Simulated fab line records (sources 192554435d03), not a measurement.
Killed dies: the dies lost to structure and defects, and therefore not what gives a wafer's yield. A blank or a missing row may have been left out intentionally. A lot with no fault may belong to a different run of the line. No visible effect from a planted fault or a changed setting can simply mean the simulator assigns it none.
The tool behind it: which one? :: flow n5Finfet :: Sampling: 10 lots, 28 wafers, 5 of 1938 route steps

WHAT THE GAUGES SHOWED, per wafer
The record lacks any reading of a measuring or inspecting step that a usual standard deviation could be used to judge.

EACH LOT AND THE TOOL THAT RAN IT (in order: tool; ch and the chambers of the sampled wafers; start)
lot: L997
N5_BEOL_M15_ETCH_61: rieDiel-02 ch 2,3, day 11 04:51
N5_BEOL_M15_TRENCH_ETCH_34: rieDiel-02 ch 2,3, day 11 04:54
N5_BEOL_M15_STRIP_36: rieDiel-02 ch 2,3, day 11 07:56
N5_BEOL_M15_SPUTTER_44: pvdSputter-01, day 11 09:09
N5_BEOL_M15_CMP_49: cmp-03 ch 0,3, day 11 09:55

lot: L998
N5_BEOL_M15_ETCH_61: rieDiel-05 ch 0,1, day 11 08:22
N5_BEOL_M15_TRENCH_ETCH_34: rieDiel-05 ch 0,1, day 11 08:25
N5_BEOL_M15_STRIP_36: rieDiel-05 ch 1,2, day 11 10:13
N5_BEOL_M15_SPUTTER_44: pvdSputter-03, day 11 10:53
N5_BEOL_M15_CMP_49: cmp-03 ch 0,1,2, day 11 11:40

lot: L999
N5_BEOL_M15_ETCH_61: rieDiel-04 ch 0,1,3, day 12 02:50
N5_BEOL_M15_TRENCH_ETCH_34: rieDiel-04 ch 0,1,3, day 12 02:53
N5_BEOL_M15_STRIP_36: rieDiel-04 ch 0,2,3, day 12 04:52
N5_BEOL_M15_SPUTTER_44: pvdSputter-03, day 12 05:23
N5_BEOL_M15_CMP_49: cmp-01 ch 1,2,3, day 12 06:08

lot: L104
N5_BEOL_M15_ETCH_61: rieDiel-02 ch 1,2,3, day 12 23:50
N5_BEOL_M15_TRENCH_ETCH_34: rieDiel-02 ch 1,2,3, day 12 23:53
N5_BEOL_M15_STRIP_36: rieDiel-05 ch 0,2,3, day 13 02:32
N5_BEOL_M15_SPUTTER_44: pvdSputter-02, day 13 03:21
N5_BEOL_M15_CMP_49: cmp-03 ch 0,1,2, day 13 04:18

lot: L102
N5_BEOL_M15_ETCH_61: rieDiel-05 ch 0,1, day 13 00:11
N5_BEOL_M15_TRENCH_ETCH_34: rieDiel-05 ch 0,1, day 13 00:14
N5_BEOL_M15_STRIP_36: rieDiel-02 ch 2, day 13 02:35
N5_BEOL_M15_SPUTTER_44: pvdSputter-01, day 13 03:40
N5_BEOL_M15_CMP_49: cmp-01 ch 1,3, day 13 05:46

lot: L103
N5_BEOL_M15_ETCH_61: rieDiel-04 ch 0,2,3, day 13 06:12
N5_BEOL_M15_TRENCH_ETCH_34: rieDiel-04 ch 0,2,3, day 13 06:15
N5_BEOL_M15_STRIP_36: rieDiel-04 ch 0,1,2, day 13 06:40
N5_BEOL_M15_SPUTTER_44: pvdSputter-03, day 13 10:16
N5_BEOL_M15_CMP_49: cmp-03 ch 0,1,2, day 13 10:59

lot: L110
N5_BEOL_M15_ETCH_61: rieDiel-04 ch 0,2,3, day 15 04:00
N5_BEOL_M15_TRENCH_ETCH_34: rieDiel-04 ch 0,2,3, day 15 04:03
N5_BEOL_M15_STRIP_36: rieDiel-04 ch 0,2,3, day 15 04:17
N5_BEOL_M15_SPUTTER_44: pvdSputter-01, day 15 05:15
N5_BEOL_M15_CMP_49: cmp-03 ch 1,2,3, day 15 05:59

lot: L114
N5_BEOL_M15_ETCH_61: rieDiel-05 ch 0,3, day 15 12:51
N5_BEOL_M15_TRENCH_ETCH_34: rieDiel-05 ch 0,3, day 15 12:54
N5_BEOL_M15_STRIP_36: rieDiel-05 ch 0,2, day 15 13:07
N5_BEOL_M15_SPUTTER_44: pvdSputter-01, day 15 14:07
N5_BEOL_M15_CMP_49: cmp-04 ch 1,2, day 15 15:01

lot: L117
N5_BEOL_M15_ETCH_61: rieDiel-05 ch 0,2,3, day 16 19:34
N5_BEOL_M15_TRENCH_ETCH_34: rieDiel-05 ch 0,2,3, day 16 19:37
N5_BEOL_M15_STRIP_36: rieDiel-02 ch 1,3, day 16 23:50
N5_BEOL_M15_SPUTTER_44: pvdSputter-02, day 17 00:26
N5_BEOL_M15_CMP_49: cmp-01 ch 1,3, day 17 01:25

lot: L119
N5_BEOL_M15_ETCH_61: rieDiel-04 ch 1,2,3, day 16 22:29
N5_BEOL_M15_TRENCH_ETCH_34: rieDiel-04 ch 1,2,3, day 16 22:33
N5_BEOL_M15_STRIP_36: rieDiel-02 ch 0,2,3, day 17 00:05
N5_BEOL_M15_SPUTTER_44: pvdSputter-03, day 17 00:47
N5_BEOL_M15_CMP_49: cmp-01 ch 0,1,2, day 17 01:58
- N5_BEOL_M15_ETCH_61: etches BARC in N2/H2, target depth 89 nm, overetch 26.7 nm, time 67.9 s.
- N5_BEOL_M15_TRENCH_ETCH_34: etches SiO2 in C4F8/O2/Ar, target depth 872.93 nm, time 199 s.
- N5_BEOL_M15_STRIP_36: strips in O2.
- N5_BEOL_M15_SPUTTER_44: material Ta, target thk 15 nm, time 24.19 s.
- N5_BEOL_M15_CMP_49: polishes, stops on SiO2, t overpolish 4.9 s, target thk 850 nm.

WHAT THE TOOLS THEMSELVES READ (means of the sampled wafers that have a number; where no wafer has one, the mark that the record gives instead)
N5_BEOL_M15_ETCH_61. Usual: drypumpMotorCurrentA 5.7 A, standard deviation 0.43; oesProductAu 0.68 a.u., standard deviation 0.061; rfVppV 524.0 V, standard deviation 2; showerheadPlenumPTorr 2.55 Torr, standard deviation 0.069; throttleValvePct 18.0 %, standard deviation 0.32.
lot: L997
tool: rieDiel-02
drypumpMotorCurrentA (A): 5.9
oesProductAu (a.u.): 0.61
rfVppV (V): 523.2
showerheadPlenumPTorr (Torr): 2.53
throttleValvePct (%): 18.4
flag: 

lot: L998
tool: rieDiel-05
drypumpMotorCurrentA (A): 5.5
oesProductAu (a.u.): 0.70
rfVppV (V): 522.3
showerheadPlenumPTorr (Torr): 2.50
throttleValvePct (%): 17.8
flag: 

lot: L999
tool: rieDiel-04
drypumpMotorCurrentA (A): 5.7
oesProductAu (a.u.): 0.69
rfVppV (V): 524.1
showerheadPlenumPTorr (Torr): 2.53
throttleValvePct (%): 17.9
flag: 

lot: L104
tool: rieDiel-02
drypumpMotorCurrentA (A): 6.0
oesProductAu (a.u.): 0.67
rfVppV (V): 524.9
showerheadPlenumPTorr (Torr): 2.59
throttleValvePct (%): 18.2
flag: 

lot: L102
tool: rieDiel-05
drypumpMotorCurrentA (A): 5.4
oesProductAu (a.u.): 0.68
rfVppV (V): 523.4
showerheadPlenumPTorr (Torr): 2.50
throttleValvePct (%): 18.0
flag: 

lot: L103
tool: rieDiel-04
drypumpMotorCurrentA (A): 5.3
oesProductAu (a.u.): 0.70
rfVppV (V): 523.8
showerheadPlenumPTorr (Torr): 2.54
throttleValvePct (%): 17.8
flag: 

lot: L110
tool: rieDiel-04
drypumpMotorCurrentA (A): 5.4
oesProductAu (a.u.): 0.69
rfVppV (V): 523.4
showerheadPlenumPTorr (Torr): 2.53
throttleValvePct (%): 17.8
flag: 

lot: L114
tool: rieDiel-05
drypumpMotorCurrentA (A): 5.4
oesProductAu (a.u.): 0.62
rfVppV (V): 524.1
showerheadPlenumPTorr (Torr): 2.58
throttleValvePct (%): 18.4
flag: 

lot: L117
tool: rieDiel-05
drypumpMotorCurrentA (A): 5.6
oesProductAu (a.u.): 0.63
rfVppV (V): 524.9
showerheadPlenumPTorr (Torr): 2.56
throttleValvePct (%): 18.3
flag: 

lot: L119
tool: rieDiel-04
drypumpMotorCurrentA (A): 5.7
oesProductAu (a.u.): 0.69
rfVppV (V): 525.7
showerheadPlenumPTorr (Torr): 2.57
throttleValvePct (%): 17.8
flag: 

N5_BEOL_M15_TRENCH_ETCH_34. Usual: drypumpMotorCurrentA 5.7 A (standard deviation 0.43); mfcArSccm 400.0 sccm (standard deviation 1.1); oes_f_703_au 0.79 a.u. (standard deviation 0.07); oesProductAu 0.79 a.u. (standard deviation 0.076); rfVppV 2218 V (standard deviation 35); showerheadPlenumPTorr 3.45 Torr (standard deviation 0.083); throttleValvePct 31.1 % (standard deviation 0.32).
lot: L997
tool: rieDiel-02
drypumpMotorCurrentA (A): 5.9
mfcArSccm (sccm): 400.2
oes_f_703_au (a.u.): 0.71
oesProductAu (a.u.): 0.71
rfVppV (V): 2247
showerheadPlenumPTorr (Torr): 3.41
throttleValvePct (%): 31.3
flag: 

lot: L998
tool: rieDiel-05
drypumpMotorCurrentA (A): 5.5
mfcArSccm (sccm): 399.7
oes_f_703_au (a.u.): 0.80
oesProductAu (a.u.): 0.81
rfVppV (V): 2208
showerheadPlenumPTorr (Torr): 3.40
throttleValvePct (%): 31.1
flag: 

lot: L999
tool: rieDiel-04
drypumpMotorCurrentA (A): 5.7
mfcArSccm (sccm): 402.2
oes_f_703_au (a.u.): 0.82
oesProductAu (a.u.): 0.82
rfVppV (V): 2210
showerheadPlenumPTorr (Torr): 3.42
throttleValvePct (%): 30.9
flag: 

lot: L104
tool: rieDiel-02
drypumpMotorCurrentA (A): 6.0
mfcArSccm (sccm): 399.7
oes_f_703_au (a.u.): 0.77
oesProductAu (a.u.): 0.78
rfVppV (V): 2234
showerheadPlenumPTorr (Torr): 3.47
throttleValvePct (%): 31.1
flag: 

lot: L102
tool: rieDiel-05
drypumpMotorCurrentA (A): 5.4
mfcArSccm (sccm): 399.9
oes_f_703_au (a.u.): 0.79
oesProductAu (a.u.): 0.79
rfVppV (V): 2195
showerheadPlenumPTorr (Torr): 3.41
throttleValvePct (%): 31.2
flag: 

lot: L103
tool: rieDiel-04
drypumpMotorCurrentA (A): 5.4
mfcArSccm (sccm): 399.8
oes_f_703_au (a.u.): 0.83
oesProductAu (a.u.): 0.83
rfVppV (V): 2220
showerheadPlenumPTorr (Torr): 3.43
throttleValvePct (%): 30.8
flag: 

lot: L110
tool: rieDiel-04
drypumpMotorCurrentA (A): 5.4
mfcArSccm (sccm): 399.9
oes_f_703_au (a.u.): 0.82
oesProductAu (a.u.): 0.82
rfVppV (V): 2218
showerheadPlenumPTorr (Torr): 3.42
throttleValvePct (%): 30.8
flag: 

lot: L114
tool: rieDiel-05
drypumpMotorCurrentA (A): 5.4
mfcArSccm (sccm): 401.2
oes_f_703_au (a.u.): 0.72
oesProductAu (a.u.): 0.73
rfVppV (V): 2206
showerheadPlenumPTorr (Torr): 3.50
throttleValvePct (%): 31.6
flag: 

lot: L117
tool: rieDiel-05
drypumpMotorCurrentA (A): 5.6
mfcArSccm (sccm): 399.7
oes_f_703_au (a.u.): 0.73
oesProductAu (a.u.): 0.72
rfVppV (V): 2193
showerheadPlenumPTorr (Torr): 3.48
throttleValvePct (%): 31.4
flag: 

lot: L119
tool: rieDiel-04
drypumpMotorCurrentA (A): 5.7
mfcArSccm (sccm): 399.4
oes_f_703_au (a.u.): 0.82
oesProductAu (a.u.): 0.82
rfVppV (V): 2234
showerheadPlenumPTorr (Torr): 3.46
throttleValvePct (%): 30.8
flag: 

N5_BEOL_M15_STRIP_36. Usual: drypumpMotorCurrentA 5.7 A, standard deviation 0.43; oesProductAu 0.78 a.u., standard deviation 0.073; rfVppV 3.7 V, standard deviation 1; showerheadPlenumPTorr 2.09 Torr, standard deviation 0.056; throttleValvePct 16.76 %, standard deviation 0.26.
lot: L997
tool: rieDiel-02
drypumpMotorCurrentA (A): 5.9
oesProductAu (a.u.): 0.70
rfVppV (V): 4.1
showerheadPlenumPTorr (Torr): 2.08
throttleValvePct (%): 17.06
flag: 

lot: L998
tool: rieDiel-05
drypumpMotorCurrentA (A): 5.8
oesProductAu (a.u.): 0.82
rfVppV (V): 3.7
showerheadPlenumPTorr (Torr): 2.05
throttleValvePct (%): 16.48
flag: 

lot: L999
tool: rieDiel-04
drypumpMotorCurrentA (A): 5.3
oesProductAu (a.u.): 0.85
rfVppV (V): 3.7
showerheadPlenumPTorr (Torr): 2.10
throttleValvePct (%): 16.52
flag: 

lot: L104
tool: rieDiel-05
drypumpMotorCurrentA (A): 5.6
oesProductAu (a.u.): 0.74
rfVppV (V): 3.0
showerheadPlenumPTorr (Torr): 2.11
throttleValvePct (%): 16.94
flag: 

lot: L102
tool: rieDiel-02
drypumpMotorCurrentA (A): 5.9
oesProductAu (a.u.): 0.72
rfVppV (V): 5.0
showerheadPlenumPTorr (Torr): 2.08
throttleValvePct (%): 17.04
flag: 

lot: L103
tool: rieDiel-04
drypumpMotorCurrentA (A): 5.7
oesProductAu (a.u.): 0.82
rfVppV (V): 3.1
showerheadPlenumPTorr (Torr): 2.09
throttleValvePct (%): 16.58
flag: 

lot: L110
tool: rieDiel-04
drypumpMotorCurrentA (A): 5.3
oesProductAu (a.u.): 0.81
rfVppV (V): 3.9
showerheadPlenumPTorr (Torr): 2.09
throttleValvePct (%): 16.56
flag: 

lot: L114
tool: rieDiel-05
drypumpMotorCurrentA (A): 5.5
oesProductAu (a.u.): 0.76
rfVppV (V): 4.5
showerheadPlenumPTorr (Torr): 2.08
throttleValvePct (%): 16.92
flag: 

lot: L117
tool: rieDiel-02
drypumpMotorCurrentA (A): 5.9
oesProductAu (a.u.): 0.91
rfVppV (V): 3.3
showerheadPlenumPTorr (Torr): 2.11
throttleValvePct (%): 16.66
flag: 

lot: L119
tool: rieDiel-02
drypumpMotorCurrentA (A): 5.9
oesProductAu (a.u.): 0.82
rfVppV (V): 3.9
showerheadPlenumPTorr (Torr): 2.08
throttleValvePct (%): 16.78
flag: 

N5_BEOL_M15_SPUTTER_44. Usual: cathodeDcPowerW 15000 W, standard deviation 2.8; throttleValvePct 30.4 %, standard deviation 1.2.
lot: L997
tool: pvdSputter-01
cathodeDcPowerW (W): 15000
throttleValvePct (%): 31.8
flag: 

lot: L998
tool: pvdSputter-03
cathodeDcPowerW (W): 14999
throttleValvePct (%): 29.6
flag: 

lot: L999
tool: pvdSputter-03
cathodeDcPowerW (W): 15000
throttleValvePct (%): 30.5
flag: 

lot: L104
tool: pvdSputter-02
cathodeDcPowerW (W): 15003
throttleValvePct (%): 29.2
flag: 

lot: L102
tool: pvdSputter-01
cathodeDcPowerW (W): 14998
throttleValvePct (%): 31.4
flag: 

lot: L103
tool: pvdSputter-03
cathodeDcPowerW (W): 15002
throttleValvePct (%): 30.2
flag: 

lot: L110
tool: pvdSputter-01
cathodeDcPowerW (W): 15001
throttleValvePct (%): 31.5
flag: 

lot: L114
tool: pvdSputter-01
cathodeDcPowerW (W): 15001
throttleValvePct (%): 31.6
flag: 

lot: L117
tool: pvdSputter-02
cathodeDcPowerW (W): 15002
throttleValvePct (%): 29.1
flag: 

lot: L119
tool: pvdSputter-03
cathodeDcPowerW (W): 15000
throttleValvePct (%): 29.9
flag: 

N5_BEOL_M15_CMP_49. Usual: barrierFieldEndpointS 11.4 s, standard deviation 0.31; motorCurrentA 7.8 A, standard deviation 0.66.
lot: L997
tool: cmp-03
barrierFieldEndpointS (s): 11.3
motorCurrentA (A): 7.6
flag: 

lot: L998
tool: cmp-03
barrierFieldEndpointS (s): 11.1
motorCurrentA (A): 7.6
flag: 

lot: L999
tool: cmp-01
barrierFieldEndpointS (s): 11.5
motorCurrentA (A): 8.4
flag: 

lot: L104
tool: cmp-03
barrierFieldEndpointS (s): 11.4
motorCurrentA (A): 7.6
flag: 

lot: L102
tool: cmp-01
barrierFieldEndpointS (s): 11.4
motorCurrentA (A): 8.7
flag: 

lot: L103
tool: cmp-03
barrierFieldEndpointS (s): 11.6
motorCurrentA (A): 7.5
flag: 

lot: L110
tool: cmp-03
barrierFieldEndpointS (s): 11.1
motorCurrentA (A): 7.6
flag: 

lot: L114
tool: cmp-04
barrierFieldEndpointS (s): 11.1
motorCurrentA (A): 7.5
flag: 

lot: L117
tool: cmp-01
barrierFieldEndpointS (s): 11.4
motorCurrentA (A): 8.8
flag: 

lot: L119
tool: cmp-01
barrierFieldEndpointS (s): 11.2
motorCurrentA (A): 8.5
flag: 

THE ANSWER, worked out from the rows above alone
Rule: take the mean of a lot's wafers that have a number; if it is more than 3 standard deviations from the usual mean, the lot is off. Also off: a lot with no number at a reading for which 4 or more lots have one. The other lots that the step has rows for count as sound. The gauges are gone through in route order, then the tools' own readings, and for those a lot's mean is taken as printed above. The first step at which some lot is off is used, and at that step the reading that is off furthest; a lot without a number counts as furthest.
Nothing can be told from this: no lot is off at any reading shown.

WHAT HAD BEEN PUT IN BY THE SIMULATOR
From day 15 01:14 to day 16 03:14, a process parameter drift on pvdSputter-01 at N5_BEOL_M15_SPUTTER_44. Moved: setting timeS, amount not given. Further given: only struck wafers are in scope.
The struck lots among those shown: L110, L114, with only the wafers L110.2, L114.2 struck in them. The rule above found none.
